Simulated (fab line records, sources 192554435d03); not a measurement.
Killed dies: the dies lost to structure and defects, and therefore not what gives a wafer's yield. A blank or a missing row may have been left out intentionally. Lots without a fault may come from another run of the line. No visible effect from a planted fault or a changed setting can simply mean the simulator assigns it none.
Matching of chambers | flow n5-finfet | N5_DUMMY_GATE_ETCH_44 on rie-si-04: 4 sister chambers
The step etches poly-Si in HBr/O2, stops on SiO2, target depth 127.5 nm. 16 wafers are shown with their chamber, then 8 later ones without.

## EACH WAFER AND ITS CHAMBER
wafer  | chamber | throttle-valve-pct (%) | drypump-motor-current-A (A) | oes-product-au (a.u.)
L075.1 | 0       | 18.40                  | 5.9                         | 0.736
L075.3 | 1       | 18.64                  | 6.2                         | 0.751
L075.4 | 3       | 18.49                  | 5.5                         | 0.726
L082.3 | 3       | 18.47                  | 5.6                         | 0.736
L082.4 | 0       | 18.40                  | 5.9                         | 0.747
L082.6 | 0       | 18.40                  | 5.8                         | 0.753
L083.2 | 0       | 18.41                  | 5.9                         | 0.747
L083.4 | 1       | 18.64                  | 6.2                         | 0.724
L083.5 | 3       | 18.49                  | 5.6                         | 0.720
L089.1 | 3       | 18.48                  | 5.5                         | 0.730
L089.3 | 1       | 18.62                  | 6.1                         | 0.735
L089.4 | 2       | 18.07                  | 5.8                         | 0.711
L091.2 | 1       | 18.61                  | 6.2                         | 0.730
L091.3 | 0       | 18.41                  | 5.8                         | 0.756
L091.5 | 3       | 18.48                  | 5.6                         | 0.713
L094.1 | 1       | 18.63                  | 6.2                         | 0.747

SIGNATURES (averages over the wafers above)
reading                 | chamber 0 | chamber 1 | chamber 2 | chamber 3 | scatter within a chamber
throttle-valve-pct      | 18.4040   | 18.6280   | 18.0700   | 18.4820   | 0.00949
drypump-motor-current-A | 5.860     | 6.180     | 5.800     | 5.560     | 0.0516
oes-product-au          | 0.74780   | 0.73740   | 0.71100   | 0.72500   | 0.00943
Rule: distance of a wafer from a chamber = root of the sum over the readings of ((wafer's reading minus chamber's mean) / reading's scatter) squared. If the next closest chamber is less than 2 further off than the closest, the wafer can't be placed; otherwise it belongs to the closest. The scatter: take each reading less its chamber's mean, square it, sum over the shown wafers, divide by the number of wafers less the number of chambers, and take the root.

## WAFERS WITHOUT THEIR CHAMBER
wafer  | throttle-valve-pct (%) | drypump-motor-current-A (A) | oes-product-au (a.u.)
L094.4 | 18.48                  | 5.5                         | 0.731
L094.6 | 18.47                  | 5.6                         | 0.719
L095.1 | 18.41                  | 5.8                         | 0.741
L095.3 | 18.64                  | 6.1                         | 0.738
L095.4 | 18.07                  | 5.7                         | 0.722
L097.3 | 18.08                  | 5.8                         | 0.724
L097.4 | 18.49                  | 5.5                         | 0.727
L097.6 | 18.08                  | 5.7                         | 0.727

## WHICH CHAMBER EACH WENT THROUGH
wafer  | from the rows above | in truth
L094.4 | 3                   | 3
L094.6 | 3                   | 3
L095.1 | 0                   | 0
L095.3 | 1                   | 1
L095.4 | 2                   | 2
L097.3 | 2                   | 2
L097.4 | 3                   | 3
L097.6 | 2                   | 2
Correctly placed: 8 of 8. Not placeable from these rows: 0. Placed wrongly: 0.
